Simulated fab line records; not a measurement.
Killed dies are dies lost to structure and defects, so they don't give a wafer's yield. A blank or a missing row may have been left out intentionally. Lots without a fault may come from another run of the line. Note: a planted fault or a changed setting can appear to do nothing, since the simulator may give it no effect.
A lot that was struck, set against a sound lot | flow n5_finfet | 42 out of 1938 route steps
Sound: these wafers, L794.1, L794.2, L794.4. Struck: wafer L812.4; the same lot's L812.1 was not struck, so it is left out; see the end for the cause.
Per side, at each step with rows, come the tool, then ch with its chambers, and then its first start. Under that, the readings that differ: sound wafers | struck wafers | difference of the means | sigmas: that difference in standard deviations of wafers without a fault.
alike: a reading whose means differ by less than 2 such deviations, as well as words and numbers matching on both sides. not compared: withheld readings; readings where some wafer has no value; bounds like >300 that might hide an equal value; numbers whose values overlap and for which the record gives no deviation.
Wherever a step has rows on one side only, a row that says differs or no value, or a row with sigmas, the two part there. When numbers do not overlap yet have no deviation, they are printed without sigmas and do not part them. A reading missing from all wafers of one side parts the sides only when that side holds two or more wafers.

first, 12 steps without rows for these wafers: N5_SD_EPI_N_STRIP_36 (strips in N2/H2); N5_SD_EPI_N_ETCHBACK_44 (etches SiNx in CH3F/O2, stops on SiO2, target depth 14.5 nm); N5_SD_EPI_N_ETCH_45 (etches SiOCN in CH3F/O2, target depth 6 nm); N5_SD_EPI_N_ETCH_16 (etches SiO2 in CHF3/O2, target depth 5 nm); N5_SD_EPI_N_STRIP_47 (strips in CHF3/O2); N5_SD_EPI_N_SD_RECESS_17 (chemistry HBr/Cl2/O2, target depth 41 nm, time 23.7 s, bt time 3 s); N5_SD_EPI_N_STRIP_38 (strips in N2/H2); N5_SD_EPI_N_WET_ETCH_43 (etches SiO2 in dHF, time 14 s, target depth 1.5 nm); N5_SD_EPI_N_STRIP_18 (strips in SPM, time 750 s); N5_SD_EPI_N_SRD_20 (time 30 s); N5_SD_EPI_N_PRECLEAN_48 (cleans in NF3:NH3, afs cycles 2, time 20 s, sublimation time 60 s); N5_SD_EPI_N_VAPOR_ETCH_50 (etches Si in HCl, time 54 s).
N5_SD_EPI_N_EPI_21: deposits Si:P, time 690 s.
  sound on epi_rpcvd-04 ch 0, day 3 02:06; struck on epi_rpcvd-04 ch 0, day 7 14:17
  reading                                   | sound          | struck | difference | sigmas
  epi_growth_time_s (s)                     | 690 690 690    | 426.07 | -263.93    |
  model.Si-P_of_SD_EPI_N_EPI_21.thk_nm (nm) | 59.8 59.8 59.6 | 39     | -21        |
  alike: susceptor_temp_C_max
N5_SD_EPI_N_EPI_MEAS_23:
  struck on film_metro-01, day 7 16:00; sound on film_metro-01, day 3 03:49
  reading     | sound          | struck | difference | sigmas
  thk_nm (nm) | 60.0 60.4 60.8 | 36.9   | -23.5      | -21
then, 24 steps without rows for these wafers: N5_SD_EPI_N_PRECLEAN_24 (cleans in O3/DIW, time 60 s); N5_SD_EPI_N_SRD_25 (time 30 s); N5_SD_EPI_N_PRECLEAN_49 (cleans in NF3:NH3, afs cycles 1, time 20 s, sublimation time 60 s); N5_SD_EPI_N_LINER_46 (material SiNx, target thk 3 nm); N5_SD_EPI_P_COAT_34 (time 60 s, resist thk 350 nm); N5_SD_EPI_P_COAT_35 (time 60 s, resist thk 35 nm); N5_SD_EPI_P_COAT_03 (resist thk 150 nm); N5_SD_EPI_P_EBR_05; N5_SD_EPI_P_SOFTBAKE_04 (time 60 s); N5_SD_EPI_P_EXPOSE_06 (exposes mask SD P BLK, target cd 240 nm); N5_SD_EPI_P_PEB_07 (peb time 60 s); N5_SD_EPI_P_DEVELOP_08 (develop time 30 s); N5_SD_EPI_P_DESCUM_14 (chemistry O2, time 7.9 s); N5_SD_EPI_P_ETCH_36 (etches SiARC in CF4, target depth 45.5 nm, time 75.8 s); N5_SD_EPI_P_ETCH_37 (etches SOC in N2/H2, overetch 108 nm, time 486 s); N5_SD_EPI_P_STRIP_38 (strips in N2/H2); N5_SD_EPI_P_ETCHBACK_46 (etches SiNx in CH3F/O2, stops on SiO2, target depth 17.5 nm); N5_SD_EPI_P_ETCH_47 (etches SiOCN in CH3F/O2, target depth 25 nm); N5_SD_EPI_P_ETCH_16 (etches SiO2 in CHF3/O2, target depth 5 nm); N5_SD_EPI_P_STRIP_50 (strips in CHF3/O2); N5_SD_EPI_P_SD_RECESS_17 (chemistry HBr/Cl2/O2, target depth 39.1 nm, bt time 3 s); N5_SD_EPI_P_WET_ETCH_45 (etches SiO2 in dHF, time 10.7 s, target depth 2 nm, rinse time 30 s); N5_SD_EPI_P_STRIP_40 (strips in N2/H2); N5_SD_EPI_P_PRECLEAN_52 (cleans in O3/DIW, time 60 s).
N5_SD_EPI_P_PRECLEAN_24: cleans in O3/DIW, time 45 s.
  sound on wet_bench-02 ch 4,5,7, day 3 08:47; struck on wet_bench-04 ch 1, day 7 20:40
  reading                                   | sound        | struck | difference | sigmas
  model.Si-P_of_SD_EPI_N_EPI_21.thk_nm (nm) | 58.8 59 58.8 | 38.6   | -20.3      |
N5_SD_ACTIVATION_RS_MEAS_03: measurement is done with a four-point probe.
  struck on film_metro-01, day 7 21:13; sound on film_metro-01, day 3 09:19
  reading          | sound             | struck | difference | sigmas
  RS_SD_N (ohm/sq) | 21.68 21.63 21.78 | 33.10  | +11.40     | +41
  alike: RS_SD_P
-- record jumps: 5 days separate the struck wafers' starts on either side; left off in module SD_ACTIVATION, taken up again in module BEOL_M4, whose first shown step is the route's number 1111 --
N5_BEOL_M4_RC_MEAS_101:
  sound on prober-02 ch 0, day 9 07:44; struck on prober-02 ch 0, day 13 06:02
  reading          | sound          | struck | difference | sigmas
  REXT_N (ohm.um)  | 76.9 76.6 76.0 | 88.9   | +12.4      | +8
  RS_SD_N (ohm/sq) | 27.8 28.0 28.5 | 43.1   | +15.0      | +42
  alike: DIBL_N, DIBL_P, IOFF_N, IOFF_P, ION_N, ION_P, SS_N, SS_P, VT_N, VT_P
-- record jumps: 5 days separate the struck wafers' starts on either side; left off in module BEOL_M4, taken up again in module PASSIVATION, whose first shown step is the route's number 1936 --
N5_PASSIVATION_PROBE_49:
  record: rows for the struck wafers here (prober-01, day 17 20:26), none for the sound ones

## WHERE THEY PART
Last at N5_PASSIVATION_PROBE_49 as far as this record goes, first at N5_SD_EPI_N_EPI_MEAS_23.

WHY: what had been put in by the simulator
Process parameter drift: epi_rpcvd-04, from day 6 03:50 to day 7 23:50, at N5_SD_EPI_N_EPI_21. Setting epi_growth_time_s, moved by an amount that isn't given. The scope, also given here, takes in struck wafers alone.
